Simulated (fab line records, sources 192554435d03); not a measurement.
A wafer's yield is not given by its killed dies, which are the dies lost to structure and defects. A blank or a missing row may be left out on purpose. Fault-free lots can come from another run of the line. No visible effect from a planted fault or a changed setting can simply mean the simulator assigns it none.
Which tool did it? -- flow n5_finfet -- 10 lots with 27 wafers sampled at 3 steps, on a route of 1938 steps

WHAT THE GAUGES READ, wafer by wafer
N5_BEOL_M13_INSPECT_12: inspects for defects (macro).
lot,measured,on,raw_defect_count
L368,day 11 23:40,defect_inspect-01,2 2 3
L371,day 13 02:15,defect_inspect-02,2 4
L373,day 13 09:32,defect_inspect-01,2 0 1
L376,day 14 05:28,defect_inspect-02,1 2 0
L378,day 14 20:37,defect_inspect-01,2 2
L380,day 15 12:32,defect_inspect-02,3 2 4
L382,day 15 22:22,defect_inspect-01,3 2
L386,day 17 09:59,defect_inspect-02,1 3 3
L389,day 17 10:55,defect_inspect-01,5 1 1
L391,day 19 01:13,defect_inspect-01,2 2 1

WHICH TOOL RAN EACH LOT (tool, then ch and the chambers of the sampled wafers, then the start)
lot,N5_BEOL_M12_ETCH_38,N5_BEOL_M12_PRE_CLEAN_42
L368,"rie_diel-03 ch 0,1,3, day 11 21:07","pvd_sputter-02, day 11 21:54"
L371,"rie_diel-01 ch 0,3, day 12 22:34","pvd_sputter-03, day 13 00:22"
L373,"rie_diel-04 ch 0,1, day 13 06:32","pvd_sputter-01, day 13 07:11"
L376,"rie_diel-03 ch 1,2,3, day 14 02:49","pvd_sputter-03, day 14 03:20"
L378,"rie_diel-03 ch 0,3, day 14 17:29","pvd_sputter-01, day 14 18:35"
L380,"rie_diel-04 ch 0,2,3, day 15 09:56","pvd_sputter-01, day 15 10:47"
L382,"rie_diel-03 ch 0,3, day 15 20:16","pvd_sputter-01, day 15 20:37"
L386,"rie_diel-01 ch 0,1,2, day 17 06:59","pvd_sputter-02, day 17 07:38"
L389,"rie_diel-01 ch 0,2, day 17 08:13","pvd_sputter-01, day 17 08:56"
L391,"rie_diel-03 ch 0,1, day 18 23:00","pvd_sputter-01, day 18 23:16"
- N5_BEOL_M12_ETCH_38: etches SiCN in CF4/N2, target depth 68.7 nm, time 73.4 s.
- N5_BEOL_M12_PRE_CLEAN_42: time 30 s.

THE ANSWER, worked out from the rows above alone
Rule: usual is defined by the lots themselves. The widest of any qualifying gaps counts: lots, ordered by their means at a reading, are off when they make up no more than a third of the lots, leave a main group of 4 or more, and stand apart from it by 3 or more times the standard deviation of that group's means. The tables above print the reading to a certain number of digits; a main group whose means all agree to those digits is not used. A lot without any number at a reading at which 4 lots or more have one is off too. The other lots that the step has rows for count as sound.
None of the lots is off at any reading shown; this tells nothing.

WHAT THE SIMULATOR PUT IN
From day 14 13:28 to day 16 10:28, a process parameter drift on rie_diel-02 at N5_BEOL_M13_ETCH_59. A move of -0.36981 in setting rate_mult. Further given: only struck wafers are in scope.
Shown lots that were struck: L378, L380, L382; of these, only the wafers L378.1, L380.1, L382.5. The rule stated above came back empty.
